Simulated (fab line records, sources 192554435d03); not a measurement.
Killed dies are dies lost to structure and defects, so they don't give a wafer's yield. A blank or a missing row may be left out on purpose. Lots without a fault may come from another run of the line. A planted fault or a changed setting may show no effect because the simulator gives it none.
fab line records | flow n5_finfet
record lots=24 wafers=72 last_day=19
route steps=1938 shown FIN_SAQP@137 FIN_CUT@165
lots that met no fault: from a run of the same line without faults
start_h: hours from the record's first day to the start of the lot's first wafer shown | wait_h: hours since the lot's step before | " the same as in the row above | L1.1+2: a row that stands for several wafers | - no value, or no start given | * or withheld: withheld | < > ~ a bound
route shown NAME@n: a module of which the file shows steps, and the number in the route of the first | usual: mean/standard deviation of fault-free wafers | same: alike in all rows | chamber/n: place in a boat | sites: the reading at each site | _std_site: their standard deviation | _edge_site: outer sites' mean less inner sites' | radius_mm: how far each site lies from the wafer's centre | mask NAME#n: copy n | behind: the tool/chamber that last shaped the wafer | hold: why the lot was held/for how many hours/how that ended | device: the transistor (n, p or np) that didn't switch | end of line: the same wafers' tests at the end of the route | a step without rows: its recipe alone | killed: dies lost to structure and defects at the first sort, not the wafer's yield | map: a wafer's dies, x killed, . not, _ none there
set.NAME: the setting as run; set.NAME@STEP: as run at that earlier step | model.NAME: the simulator's own value behind a step, which no gauge read
steps of the route over a sample of lots; a table a step, a row a wafer
services: from which hour (start_h, from the record's first day; less than 0 if before it) a tool's chamber was out of use, for how many hours, and why
## steps
# step N5_FIN_SAQP_RECESS_71
# recipe chemistry=HF/NH3 target=SiO2 target_depth_a=30 afs_cycles=1 temp_c=30 sublimation_temp_c=180 sublimation_time_s=60
# usual drypump_motor_current_A=5.81/0.29 foreline_p_Torr=0.1281/0.00038
# columns lot.wafer tool chamber start_h wait_h drypump_motor_current_A foreline_p_Torr
L074.2 vapor_etch-02 0 25.36 0.0 5.41 0.1279
L074.3 " 1 " " 5.84 0.1280
L074.5 " 1 " " 5.86 0.1280
L075.1 vapor_etch-01 0 32.73 0.2 6.20 0.1283
L075.2 " 1 " " 5.74 0.1281
L075.6 " 0 " " 6.18 0.1284
L076.1 vapor_etch-02 0 37.38 0.0 5.40 0.1283
L076.3 " 0 " " 5.41 0.1279
L076.6 " 0 " " 5.41 0.1287
L077.1 vapor_etch-02 1 44.60 0.0 5.87 0.1282
L077.4 " 1 " " 5.86 0.1277
L077.5 " 0 " " 5.41 0.1276
L078.1 vapor_etch-02 1 49.08 0.0 5.84 0.1281
L078.3 " 0 " " 5.41 0.1283
L078.5 " 1 " " 5.86 0.1284
L079.1 vapor_etch-01 0 56.59 0.0 6.24 0.1275
L079.4 " 0 " " 6.22 0.1282
L079.6 " 1 " " 5.72 0.1287
L080.2 vapor_etch-01 1 61.75 0.0 5.72 0.1289
L080.5 " 0 " " 6.20 0.1275
L080.6 " 1 " " 5.73 0.1289
L081.1 vapor_etch-02 0 67.24 0.0 5.43 0.1286
L081.3 " 0 " " 5.42 0.1283
L081.6 " 1 " " 5.87 0.1276
L082.2 vapor_etch-02 0 74.01 0.0 5.40 0.1275
L082.4 " 0 " " 5.40 0.1285
L082.5 " 0 " " 5.42 0.1284
L083.1 vapor_etch-01 1 79.77 0.4 5.70 0.1277
L083.4 " 1 " " 5.72 0.1278
L083.5 " 0 " " 6.22 0.1273
L084.1 vapor_etch-02 1 86.74 0.0 5.85 0.1283
L084.5 " 1 " " 5.86 0.1281
L084.6 " 0 " " 5.38 0.1277
L085.1 vapor_etch-01 0 92.63 0.0 6.19 0.1284
L085.4 " 0 " " 6.23 0.1278
L085.5 " 1 " " 5.70 0.1288
L086.1 vapor_etch-01 0 96.78 0.0 6.23 0.1283
L086.2 " 1 " " 5.72 0.1279
L086.4 " 1 " " 5.72 0.1287
L087.1 vapor_etch-01 1 105.47 0.0 5.73 0.1284
L087.5 " 1 " " 5.73 0.1277
L087.6 " 0 " " 6.24 0.1282
L088.2 vapor_etch-01 0 110.72 0.0 6.22 0.1285
L088.3 " 0 " " 6.19 0.1275
L088.5 " 0 " " 6.20 0.1279
L089.1 vapor_etch-02 1 116.88 0.0 5.85 0.1277
L089.3 " 1 " " 5.85 0.1279
L089.4 " 0 " " 5.41 0.1276
L090.4 vapor_etch-01 0 120.87 0.1 6.21 0.1282
L090.5 " 0 " " 6.19 0.1280
L090.6 " 1 " " 5.71 0.1282
L091.1 vapor_etch-01 1 127.10 0.0 5.73 0.1283
L091.2 " 0 " " 6.23 0.1277
L091.4 " 1 " " 5.73 0.1268
L092.4 vapor_etch-02 1 132.84 0.1 5.86 0.1282
L092.5 " 0 " " 5.39 0.1279
L092.6 " 1 " " 5.85 0.1280
L093.2 vapor_etch-01 1 139.21 0.0 5.72 0.1279
L093.3 " 1 " " 5.73 0.1283
L093.5 " 0 " " 6.22 0.1278
L094.1 vapor_etch-02 0 144.75 0.0 5.40 0.1281
L094.2 " 1 " " 5.85 0.1286
L094.3 " 1 " " 5.86 0.1282
L095.1 vapor_etch-01 0 151.75 0.0 6.23 0.1283
L095.3 " 0 " " 6.20 0.1285
L095.5 " 0 " " 6.19 0.1275
L096.1 vapor_etch-02 1 157.40 0.0 5.86 0.1280
L096.5 " 1 " " 5.84 0.1278
L096.6 " 0 " " 5.41 0.1285
L097.1 vapor_etch-01 1 162.33 0.0 5.71 0.1280
L097.3 " 0 " " 6.24 0.1280
L097.5 " 1 " " 5.71 0.1282
# step N5_FIN_SAQP_ETCH_64
# recipe chemistry=CF4 target=SiO2 target_depth_a=15 ion_energy_ev=350 pressure_mtorr=10 icp_w=800 bias_w=400 cf4_flow_sccm=80
# usual drypump_motor_current_A=5.8/0.5 oes_product_au=1.004/0.013 throttle_valve_pct=21.83/0.21
# columns lot.wafer tool chamber start_h wait_h drypump_motor_current_A oes_product_au rf_hours_counter_h throttle_valve_pct
L074.2 rie_si-04 0 26.43 0.0 5.2 0.994 176 21.69
L074.3 " 1 " " 6.3 0.993 174 21.81
L074.5 " 3 " " 6.5 1.018 - 21.82
L075.1 rie_si-05 1 34.11 0.0 5.6 0.997 113 21.54
L075.2 " 0 " " 5.6 1.008 41 21.75
L075.6 " 0 " " 5.6 1.014 - 21.73
L076.1 rie_si-05 3 39.32 0.0 6.1 1.006 88 22.22
L076.3 " 2 " " 6.3 1.005 127 21.68
L076.6 " 1 " " 5.6 0.979 - 21.56
L077.1 rie_si-04 2 45.79 0.0 5.8 1.010 150 22.16
L077.4 " 0 " " 5.2 0.993 176 21.65
L077.5 " 0 " " 5.2 1.000 - 21.68
L078.1 rie_si-03 3 50.52 0.0 5.8 1.011 1 21.94
L078.3 " 0 " " 6.3 1.020 204 22.14
L078.5 " 3 " " 5.8 0.994 - 21.94
L079.1 rie_si-05 0 57.72 0.0 5.6 0.993 41 21.74
L079.4 " 1 " " 5.6 0.985 113 21.55
L079.6 " 2 " " 6.3 1.003 - 21.68
L080.2 rie_si-03 1 62.76 0.0 5.0 1.023 45 21.57
L080.5 " 1 " " 5.0 1.023 - 21.57
L080.6 " 2 " " 5.1 1.004 - 21.59
L081.1 rie_si-04 0 69.15 0.0 5.2 0.980 177 21.67
L081.3 " 1 " " 6.4 0.996 175 21.81
L081.6 " 2 " " 5.7 0.988 - 22.15
L082.2 rie_si-04 3 74.99 0.0 6.5 1.021 48 21.82
L082.4 " 2 " " 5.8 0.994 151 22.14
L082.5 " 2 " " 5.8 0.984 - 22.15
L083.1 rie_si-05 3 80.75 0.0 6.1 1.012 89 22.22
L083.4 " 2 " " 6.3 1.021 128 21.68
L083.5 " 2 " " 6.3 1.008 - 21.68
L084.1 rie_si-04 2 87.90 0.0 5.8 0.997 151 22.15
L084.5 " 1 " " 6.4 0.995 - 21.80
L084.6 " 0 " " 5.2 0.982 - 21.66
L085.1 rie_si-04 2 93.61 0.0 5.7 0.990 151 22.18
L085.4 " 0 " " 5.2 0.985 177 21.66
L085.5 " 3 " " 6.5 1.000 - 21.83
L086.1 rie_si-04 0 97.97 0.0 5.2 0.999 177 21.68
L086.2 " 3 " " 6.5 1.009 48 21.82
L086.4 " 1 " " 6.4 1.008 176 21.80
L087.1 rie_si-05 2 106.57 0.0 6.3 1.011 129 21.69
L087.5 " 3 " " 6.1 1.032 - 22.25
L087.6 " 0 " " 5.6 1.007 - 21.75
L088.2 rie_si-04 0 111.76 0.0 5.2 1.001 177 21.67
L088.3 " 3 " " 6.5 1.014 48 21.83
L088.5 " 0 " " 5.2 0.999 - 21.67
L089.1 rie_si-04 3 117.86 0.0 6.5 1.011 49 21.84
L089.3 " 1 " " 6.4 0.996 176 21.82
L089.4 " 0 " " 5.2 0.991 177 21.66
L090.4 rie_si-04 2 122.25 0.0 5.8 0.997 152 22.16
L090.5 " 1 " " 6.4 1.000 - 21.83
L090.6 " 2 " " 5.8 0.989 - 22.14
L091.1 rie_si-05 0 128.10 0.0 5.6 1.001 42 21.75
L091.2 " 1 " " 5.6 0.980 115 21.55
L091.4 " 3 " " 6.1 1.012 90 22.23
L092.4 rie_si-03 2 135.01 0.0 5.0 1.005 120 21.58
L092.5 " 1 " " 5.0 1.022 - 21.59
L092.6 " 0 " " 6.3 0.997 - 21.98
L093.2 rie_si-03 1 140.42 0.0 5.0 1.023 46 21.58
L093.3 " 3 " " 5.8 0.993 3 21.93
L093.5 " 1 " " 5.0 1.030 - 21.59
L094.1 rie_si-04 0 146.87 0.0 5.2 0.993 178 21.67
L094.2 " 3 " " 6.5 1.023 49 21.82
L094.3 " 2 " " 5.8 0.994 152 22.15
L095.1 rie_si-03 0 153.04 0.0 6.3 1.014 2 21.98
L095.3 " 3 " " 5.8 0.992 3 21.94
L095.5 " 1 " " 5.0 1.039 - 21.58
L096.1 rie_si-03 2 158.38 0.0 5.1 1.000 121 21.59
L096.5 " 3 " " 5.8 0.990 - 21.94
L096.6 " 0 " " 6.3 0.988 - 21.98
L097.1 rie_si-05 3 163.55 0.0 6.1 1.024 90 22.24
L097.3 " 2 " " 6.3 1.006 130 21.68
L097.5 " 1 " " 5.6 0.997 - 21.54
# step N5_FIN_CUT_INSPECT_10
# recipe mode=adi inspect_instrument=brightfield
# usual raw_defect_count=47/15
# columns lot.wafer tool chamber start_h wait_h raw_defect_count
L074.2 defect_inspect-01 - 27.13 0.0 41
L074.3 " - " " 21
L074.5 " - " " 40
L075.1 defect_inspect-01 - 34.90 0.1 87
L075.2 " - " " 118
L075.6 " - " " 62
L076.1 defect_inspect-02 - 40.11 0.1 30
L076.3 " - " " 46
L076.6 " - " " 33
L077.1 defect_inspect-01 - 46.46 0.1 69
L077.4 " - " " 55
L077.5 " - " " 42
L078.1 defect_inspect-02 - 51.31 0.1 51
L078.3 " - " " 39
L078.5 " - " " 48
L079.1 defect_inspect-02 - 58.40 0.1 51
L079.4 " - " " 45
L079.6 " - " " 46
L080.2 defect_inspect-01 - 63.42 0.0 35
L080.5 " - " " 38
L080.6 " - " " 54
L081.1 defect_inspect-02 - 69.94 0.1 36
L081.3 " - " " 48
L081.6 " - " " 63
L082.2 defect_inspect-01 - 75.68 0.0 36
L082.4 " - " " 54
L082.5 " - " " 75
L083.1 defect_inspect-01 - 81.54 0.1 40
L083.4 " - " " 31
L083.5 " - " " 33
L084.1 defect_inspect-01 - 88.57 0.1 69
L084.5 " - " " 52
L084.6 " - " " 42
L085.1 defect_inspect-02 - 94.28 0.1 47
L085.4 " - " " 40
L085.5 " - " " 40
L086.1 defect_inspect-01 - 98.76 0.1 44
L086.2 " - " " 55
L086.4 " - " " 67
L087.1 defect_inspect-02 - 107.24 0.1 54
L087.5 " - " " 40
L087.6 " - " " 38
L088.2 defect_inspect-01 - 112.43 0.0 34
L088.3 " - " " 72
L088.5 " - " " 61
L089.1 defect_inspect-01 - 118.52 0.1 43
L089.3 " - " " 40
L089.4 " - " " 21
L090.4 defect_inspect-01 - 123.06 0.0 49
L090.5 " - " " 44
L090.6 " - " " 49
L091.1 defect_inspect-01 - 128.77 0.1 55
L091.2 " - " " 39
L091.4 " - " " 37
L092.4 defect_inspect-02 - 135.68 0.0 30
L092.5 " - " " 46
L092.6 " - " " 52
L093.2 defect_inspect-02 - 141.21 0.0 74
L093.3 " - " " 49
L093.5 " - " " 61
L094.1 defect_inspect-01 - 147.66 0.1 51
L094.2 " - " " 41
L094.3 " - " " 77
L095.1 defect_inspect-01 - 153.84 0.1 29
L095.3 " - " " 31
L095.5 " - " " 22
L096.1 defect_inspect-01 - 159.17 0.1 51
L096.5 " - " " 34
L096.6 " - " " 44
L097.1 defect_inspect-01 - 164.34 0.1 47
L097.3 " - " " 69
L097.5 " - " " 62
# step N5_FIN_CUT_CUT_ETCH_27
# recipe chemistry=CHF3/O2 target=SiO2 target_depth_a=40 mask_material=SOC overetch_a=20 time_s=4.9 pressure_mtorr=30 source_w=650 bias_w=170 Ar_flow_sccm=200 CHF3_flow_sccm=50 O2_flow_sccm=5 ion_energy_ev=200
# usual drypump_motor_current_A=5.6/0.43 oes_o_777_au=0.78/0.073 oes_product_au=0.61/0.057 rf_vpp_V=526/8.9 showerhead_plenum_p_Torr=2.43/0.063 throttle_valve_pct=18.83/0.23
# same time_s=4.9
# columns lot.wafer tool chamber start_h wait_h drypump_motor_current_A oes_o_777_au oes_product_au rf_hours_counter_h rf_vpp_V showerhead_plenum_p_Torr throttle_valve_pct
L074.2 rie_diel-05 1 27.65 0.0 5.6 0.76 0.59 165 526 2.49 18.66
L074.3 " 0 " " 5.2 0.88 0.70 48 511 2.37 18.54
L074.5 " 1 " " 5.6 0.76 0.59 - 527 2.49 18.66
L075.1 rie_diel-02 1 35.41 0.0 5.6 0.94 0.76 1 512 2.36 18.74
L075.2 " 2 " " 6.1 0.82 0.63 111 524 2.41 18.67
L075.6 " 3 " " 5.6 0.68 0.55 - 521 2.37 18.95
L076.1 rie_diel-06 0 40.63 0.0 5.2 0.83 0.66 71 541 2.36 19.05
L076.3 " 2 " " 5.6 0.80 0.62 136 522 2.53 18.83
L076.6 " 2 " " 5.6 0.80 0.62 - 522 2.53 18.82
L077.1 rie_diel-05 2 46.97 0.0 6.2 0.93 0.72 20 542 2.45 18.40
L077.4 " 2 " " 6.2 0.93 0.72 - 540 2.45 18.38
L077.5 " 1 " " 5.6 0.76 0.59 - 526 2.49 18.67
L078.1 rie_diel-02 1 51.82 0.0 5.7 0.91 0.74 6 511 2.36 18.74
L078.3 " 0 " " 5.1 0.73 0.58 158 531 2.52 19.20
L078.5 " 2 " " 6.1 0.82 0.62 - 523 2.41 18.70
L079.1 rie_diel-02 0 58.91 0.0 5.1 0.73 0.59 160 532 2.52 19.20
L079.4 " 1 " " 5.6 0.90 0.74 9 512 2.35 18.74
L079.6 " 2 " " 6.1 0.82 0.63 - 524 2.41 18.70
L080.2 rie_diel-05 0 63.94 0.0 5.2 0.88 0.69 49 510 2.37 18.54
L080.5 " 3 " " 5.1 0.71 0.56 - 524 2.40 19.13
L080.6 " 2 " " 6.2 0.92 0.70 - 541 2.45 18.40
L081.1 rie_diel-06 3 70.51 0.0 5.6 0.75 0.60 152 523 2.50 18.91
L081.3 " 1 " " 6.5 0.72 0.56 197 532 2.37 18.75
L081.6 " 2 " " 5.6 0.79 0.62 - 524 2.53 18.86
L082.2 rie_diel-02 2 76.20 0.0 6.1 0.81 0.62 124 526 2.41 18.71
L082.4 " 1 " " 5.6 0.88 0.72 13 512 2.35 18.78
L082.5 " 3 " " 5.6 0.67 0.54 - 519 2.36 18.96
L083.1 rie_diel-02 1 82.07 0.0 5.6 0.88 0.73 15 510 2.35 18.76
L083.4 " 2 " " 6.1 0.81 0.62 126 524 2.41 18.72
L083.5 " 2 " " 6.1 0.81 0.62 - 523 2.41 18.70
L084.1 rie_diel-05 2 89.08 0.0 6.2 0.91 0.70 33 539 2.45 18.43
L084.5 " 3 " " 5.1 0.70 0.56 - 524 2.40 19.14
L084.6 " 0 " " 5.2 0.87 0.68 - 510 2.37 18.55
L085.1 rie_diel-05 0 94.80 0.0 5.2 0.86 0.68 59 511 2.37 18.55
L085.4 " 1 " " 5.6 0.75 0.58 189 526 2.48 18.70
L085.5 " 1 " " 5.6 0.75 0.58 - 526 2.48 18.69
L086.1 rie_diel-05 0 99.28 0.0 5.2 0.86 0.68 61 510 2.37 18.56
L086.2 " 3 " " 5.1 0.71 0.56 220 525 2.40 19.15
L086.4 " 1 " " 5.6 0.74 0.58 190 524 2.48 18.70
L087.1 rie_diel-02 3 107.75 0.0 5.6 0.67 0.54 238 519 2.36 18.97
L087.5 " 0 " " 5.1 0.72 0.57 - 531 2.52 19.23
L087.6 " 3 " " 5.7 0.67 0.54 - 518 2.36 18.98
L088.2 rie_diel-06 2 112.94 0.0 5.6 0.78 0.61 158 522 2.52 18.87
L088.3 " 0 " " 5.1 0.80 0.65 92 538 2.35 19.07
L088.5 " 1 " " 6.6 0.71 0.55 - 530 2.37 18.77
L089.1 rie_diel-06 3 119.04 0.0 5.6 0.74 0.59 166 522 2.49 18.93
L089.3 " 0 " " 5.1 0.80 0.64 94 540 2.35 19.07
L089.4 " 2 " " 5.6 0.77 0.60 159 523 2.52 18.86
L090.4 rie_diel-06 3 123.95 0.0 5.6 0.74 0.59 167 522 2.49 18.93
L090.5 " 1 " " 6.5 0.71 0.55 - 531 2.36 18.77
L090.6 " 2 " " 5.6 0.78 0.60 - 521 2.52 18.88
L091.1 rie_diel-06 1 129.29 0.0 6.5 0.70 0.55 213 530 2.36 18.79
L091.2 " 3 " " 5.6 0.74 0.59 168 522 2.49 18.92
L091.4 " 0 " " 5.2 0.79 0.64 96 541 2.35 19.09
L092.4 rie_diel-05 2 136.19 0.0 6.2 0.88 0.68 47 539 2.44 18.41
L092.5 " 1 " " 5.6 0.73 0.58 - 526 2.48 18.72
L092.6 " 2 " " 6.2 0.88 0.68 - 541 2.44 18.43
L093.2 rie_diel-06 1 141.72 0.0 6.5 0.70 0.54 217 531 2.36 18.79
L093.3 " 2 " " 5.6 0.77 0.60 166 524 2.52 18.90
L093.5 " 2 " " 5.6 0.77 0.60 - 523 2.52 18.89
L094.1 rie_diel-02 0 148.18 0.0 5.1 0.71 0.56 184 532 2.51 19.26
L094.2 " 1 " " 5.6 0.85 0.69 35 511 2.35 18.80
L094.3 " 2 " " 6.1 0.79 0.61 146 524 2.40 18.75
L095.1 rie_diel-06 2 154.36 0.0 5.6 0.77 0.60 169 523 2.52 18.89
L095.3 " 1 " " 6.5 0.70 0.55 220 531 2.36 18.77
L095.5 " 0 " " 5.2 0.79 0.64 - 538 2.35 19.08
L096.1 rie_diel-05 3 159.68 0.0 5.1 0.70 0.55 236 524 2.39 19.18
L096.5 " 2 " " 6.2 0.88 0.67 - 542 2.44 18.45
L096.6 " 1 " " 5.6 0.73 0.57 - 527 2.47 18.73
L097.1 rie_diel-05 3 164.86 0.0 5.1 0.69 0.55 237 525 2.39 19.18
L097.3 " 0 " " 5.3 0.84 0.67 78 510 2.36 18.59
L097.5 " 3 " " 5.1 0.69 0.55 - 523 2.39 19.17
# step N5_FIN_CUT_PRECLEAN_35
# recipe time_s=13.3 temp_c=45 pressure_torr=125 p_hf_torr=3 p_coreactant_torr=25 chemistry=vHF
# usual drypump_motor_current_A=5.87/0.29 foreline_p_Torr=0.1280/0.00035
# same time_s=13.3
# columns lot.wafer tool chamber start_h wait_h drypump_motor_current_A foreline_p_Torr
L074.2 vapor_etch-02 1 27.71 0.0 5.85 0.1276
L074.3 " 0 " " 5.41 0.1279
L074.5 " 0 " " 5.42 0.1273
L075.1 vapor_etch-01 0 35.49 0.1 6.22 0.1276
L075.2 " 1 " " 5.72 0.1289
L075.6 " 1 " " 5.73 0.1285
L076.1 vapor_etch-01 0 40.70 0.0 6.22 0.1278
L076.3 " 0 " " 6.21 0.1275
L076.6 " 0 " " 6.26 0.1283
L077.1 vapor_etch-02 1 47.04 0.0 5.85 0.1280
L077.4 " 0 " " 5.40 0.1280
L077.5 " 1 " " 5.84 0.1279
L078.1 vapor_etch-01 1 51.89 0.0 5.73 0.1275
L078.3 " 0 " " 6.22 0.1285
L078.5 " 0 " " 6.21 0.1281
L079.1 vapor_etch-01 0 58.98 0.0 6.20 0.1275
L079.4 " 0 " " 6.20 0.1274
L079.6 " 1 " " 5.71 0.1277
L080.2 vapor_etch-02 1 64.01 0.0 5.85 0.1279
L080.5 " 1 " " 5.84 0.1277
L080.6 " 0 " " 5.41 0.1284
L081.1 vapor_etch-01 0 70.58 0.0 6.22 0.1282
L081.3 " 0 " " 6.20 0.1281
L081.6 " 0 " " 6.23 0.1282
L082.2 vapor_etch-01 0 76.27 0.0 6.23 0.1278
L082.4 " 1 " " 5.73 0.1274
L082.5 " 0 " " 6.21 0.1270
L083.1 vapor_etch-02 1 82.14 0.0 5.86 0.1278
L083.4 " 0 " " 5.40 0.1279
L083.5 " 1 " " 5.86 0.1279
L084.1 vapor_etch-01 1 90.66 1.6 5.72 0.1276
L084.5 " 1 " " 5.72 0.1280
L084.6 " 0 " " 6.22 0.1280
L085.1 vapor_etch-01 0 95.08 0.3 6.22 0.1283
L085.4 " 0 " " 6.21 0.1282
L085.5 " 1 " " 5.72 0.1280
L086.1 vapor_etch-01 0 99.35 0.0 6.22 0.1272
L086.2 " 1 " " 5.72 0.1283
L086.4 " 1 " " 5.73 0.1285
L087.1 vapor_etch-01 0 108.40 0.6 6.22 0.1282
L087.5 " 0 " " 6.21 0.1278
L087.6 " 1 " " 5.73 0.1281
L088.2 vapor_etch-01 1 113.06 0.1 5.72 0.1287
L088.3 " 0 " " 6.21 0.1281
L088.5 " 1 " " 5.71 0.1284
L089.1 vapor_etch-01 1 119.11 0.0 5.71 0.1278
L089.3 " 0 " " 6.25 0.1279
L089.4 " 1 " " 5.73 0.1282
L090.4 vapor_etch-02 1 124.04 0.1 5.86 0.1284
L090.5 " 1 " " 5.87 0.1280
L090.6 " 0 " " 5.41 0.1281
L091.1 vapor_etch-01 0 129.36 0.0 6.22 0.1285
L091.2 " 1 " " 5.74 0.1278
L091.4 " 0 " " 6.21 0.1283
L092.4 vapor_etch-02 0 136.28 0.1 5.39 0.1281
L092.5 " 0 " " 5.41 0.1281
L092.6 " 1 " " 5.85 0.1278
L093.2 vapor_etch-01 0 141.79 0.0 6.21 0.1275
L093.3 " 1 " " 5.72 0.1276
L093.5 " 0 " " 6.19 0.1282
L094.1 vapor_etch-01 1 148.24 0.0 5.71 0.1283
L094.2 " 0 " " 6.23 0.1281
L094.3 " 1 " " 5.73 0.1283
L095.1 vapor_etch-02 1 154.42 0.0 5.85 0.1277
L095.3 " 0 " " 5.38 0.1274
L095.5 " 0 " " 5.39 0.1282
L096.1 vapor_etch-01 1 159.75 0.0 5.72 0.1281
L096.5 " 1 " " 5.72 0.1282
L096.6 " 0 " " 6.22 0.1281
L097.1 vapor_etch-01 0 164.92 0.0 6.22 0.1280
L097.3 " 0 " " 6.20 0.1282
L097.5 " 0 " " 6.25 0.1277
# step N5_FIN_CUT_CUT_ETCH_15
# recipe chemistry=HBr/Cl2/O2 target=Si target_depth_a=1000 bt_time_s=10 mask_material=SOC time_s=42.4 ion_energy_ev=* bias_w=* pressure_mtorr=10 icp_w=800 HBr_flow_sccm=150 Cl2_flow_sccm=80 O2_flow_sccm=12
# usual drypump_motor_current_A=5.8/0.4 oes_o_777_au=1.00/0.062 oes_product_au=1.002/0.012 throttle_valve_pct=37.20/0.22
# same time_s=42.4
# columns lot.wafer tool chamber start_h wait_h drypump_motor_current_A oes_o_777_au oes_product_au rf_hours_counter_h throttle_valve_pct
L074.2 rie_si-02 2 27.79 0.1 4.9 0.95 0.989 29 37.08
L074.3 " 1 " " 6.3 1.03 1.001 56 37.64
L074.5 " 3 " " 5.8 0.98 0.991 - 37.17
L075.1 rie_si-01 0 35.57 0.1 5.8 0.92 0.997 92 37.13
L075.2 " 3 " " 6.3 1.04 0.995 32 37.22
L075.6 " 1 " " 5.8 1.10 1.005 - 37.23
L076.1 rie_si-01 0 40.80 0.1 5.8 0.91 0.996 92 37.12
L076.3 " 2 " " 6.2 0.98 0.991 141 37.39
L076.6 " 3 " " 6.3 1.04 0.988 - 37.21
L077.1 rie_si-02 1 47.12 0.1 6.4 1.03 0.999 56 37.65
L077.4 " 3 " " 5.8 0.98 0.987 125 37.19
L077.5 " 1 " " 6.4 1.02 1.004 - 37.63
L078.1 rie_si-01 2 51.97 0.1 6.2 0.98 0.990 141 37.40
L078.3 " 3 " " 6.3 1.03 0.985 32 37.24
L078.5 " 3 " " 6.3 1.04 0.992 - 37.24
L079.1 rie_si-01 1 59.06 0.1 5.8 1.10 1.009 84 37.22
L079.4 " 0 " " 5.8 0.91 0.992 92 37.14
L079.6 " 0 " " 5.8 0.91 1.000 - 37.14
L080.2 rie_si-06 1 64.09 0.1 5.4 1.07 1.029 200 37.68
L080.5 " 0 " " 5.9 1.10 1.010 - 36.94
L080.6 " 1 " " 5.3 1.07 1.038 - 37.69
L081.1 rie_si-06 3 70.66 0.1 6.2 0.99 1.002 59 36.72
L081.3 " 2 " " 5.2 0.93 1.017 84 37.27
L081.6 " 2 " " 5.2 0.93 1.013 - 37.27
L082.2 rie_si-02 2 76.35 0.1 4.9 0.97 0.993 30 37.11
L082.4 " 0 " " 5.8 0.97 1.015 44 37.22
L082.5 " 3 " " 5.8 0.98 0.984 - 37.18
L083.1 rie_si-01 3 82.24 0.1 6.3 1.02 0.986 33 37.24
L083.4 " 0 " " 5.8 0.91 1.006 93 37.14
L083.5 " 2 " " 6.2 0.97 0.998 - 37.40
L084.1 rie_si-01 3 90.74 0.1 6.3 1.03 0.997 33 37.22
L084.5 " 0 " " 5.8 0.90 0.999 - 37.13
L084.6 " 1 " " 5.9 1.10 1.006 - 37.24
L085.1 rie_si-06 2 95.16 0.1 5.3 0.93 1.013 85 37.25
L085.4 " 2 " " 5.3 0.93 1.013 - 37.27
L085.5 " 3 " " 6.2 0.99 1.006 - 36.74
L086.1 rie_si-06 2 99.44 0.1 5.2 0.93 1.009 85 37.28
L086.2 " 0 " " 5.9 1.09 1.016 7 36.93
L086.4 " 0 " " 5.9 1.09 1.012 - 36.93
L087.1 rie_si-02 1 108.48 0.1 6.4 1.03 1.004 57 37.65
L087.5 " 2 " " 4.9 0.95 0.991 - 37.08
L087.6 " 1 " " 6.4 1.03 1.010 - 37.63
L088.2 rie_si-06 1 113.14 0.1 5.4 1.05 1.014 0 37.26
L088.3 " 0 " " 5.9 1.09 1.014 8 36.94
L088.5 " 2 " " 5.2 0.93 1.026 - 37.26
L089.1 rie_si-06 0 119.19 0.1 5.9 1.10 1.011 8 36.95
L089.3 " 2 " " 5.2 0.92 1.013 85 37.27
L089.4 " 3 " " 6.2 0.99 1.002 60 36.73
L090.4 rie_si-06 2 124.10 0.0 5.2 0.92 1.016 86 37.26
L090.5 " 3 " " 6.2 0.99 1.008 - 36.74
L090.6 " 2 " " 5.2 0.93 1.015 - 37.28
L091.1 rie_si-01 1 129.44 0.1 5.8 1.11 1.011 86 37.22
L091.2 " 2 " " 6.2 0.98 0.993 143 37.40
L091.4 " 3 " " 6.3 1.03 0.988 34 37.23
L092.4 rie_si-01 2 136.34 0.0 6.2 0.98 0.993 143 37.38
L092.5 " 0 " " 5.8 0.91 0.991 - 37.11
L092.6 " 1 " " 5.8 1.10 1.001 - 37.24
L093.2 rie_si-02 3 141.87 0.1 5.8 0.98 0.984 127 37.17
L093.3 " 0 " " 5.8 0.98 1.014 45 37.23
L093.5 " 0 " " 5.8 0.97 1.022 - 37.23
L094.1 rie_si-06 0 148.32 0.1 5.9 1.08 1.017 8 36.92
L094.2 " 3 " " 6.2 0.99 1.003 61 36.71
L094.3 " 2 " " 5.2 0.93 1.012 86 37.27
L095.1 rie_si-02 2 154.51 0.1 4.9 0.96 0.988 31 37.10
L095.3 " 3 " " 5.8 0.99 0.984 127 37.17
L095.5 " 0 " " 5.8 0.97 1.015 - 37.22
L096.1 rie_si-01 0 159.83 0.1 5.8 0.91 0.996 94 37.14
L096.5 " 1 " " 5.8 1.10 1.018 - 37.24
L096.6 " 0 " " 5.8 0.91 0.989 - 37.14
L097.1 rie_si-02 2 165.00 0.1 4.9 0.96 0.983 31 37.12
L097.3 " 0 " " 5.7 0.97 1.012 45 37.23
L097.5 " 3 " " 5.8 0.98 0.985 - 37.17
## services
# columns tool chamber start_h hours kind
rie_diel-02 1 10.02 - clean
rie_diel-02 1 10.02 - consumable_replace:focus_ring
rie_diel-02 1 10.02 19.7 scheduled_down
rie_diel-02 1 10.02 19.7 vent_cycle
rie_si-03 - 26.89 2.6 repair
rie_diel-05 0 32.32 29.0 repair
rie_diel-06 1 36.08 7.9 repair
rie_si-03 1 41.53 2.1 repair
rie_diel-05 3 51.80 1.8 repair
rie_si-03 - 54.11 4.0 pm
rie_si-06 3 54.54 12.4 repair
rie_si-04 - 61.52 0.4 repair
rie_si-05 3 70.10 7.6 repair
vapor_etch-02 - 78.77 2.8 pm
rie_si-06 1 80.29 - clean
rie_si-06 1 80.29 21.0 scheduled_down
rie_si-06 1 80.29 21.0 vent_cycle
vapor_etch-02 - 88.19 28.1 pm
rie_diel-06 - 95.50 1.1 repair
rie_diel-02 0 110.40 10.7 repair
rie_si-03 1 120.04 5.0 repair
rie_diel-02 - 134.86 0.7 repair
rie_diel-02 3 147.66 - clean
rie_si-03 3 147.99 2.1 repair
## key
fault none
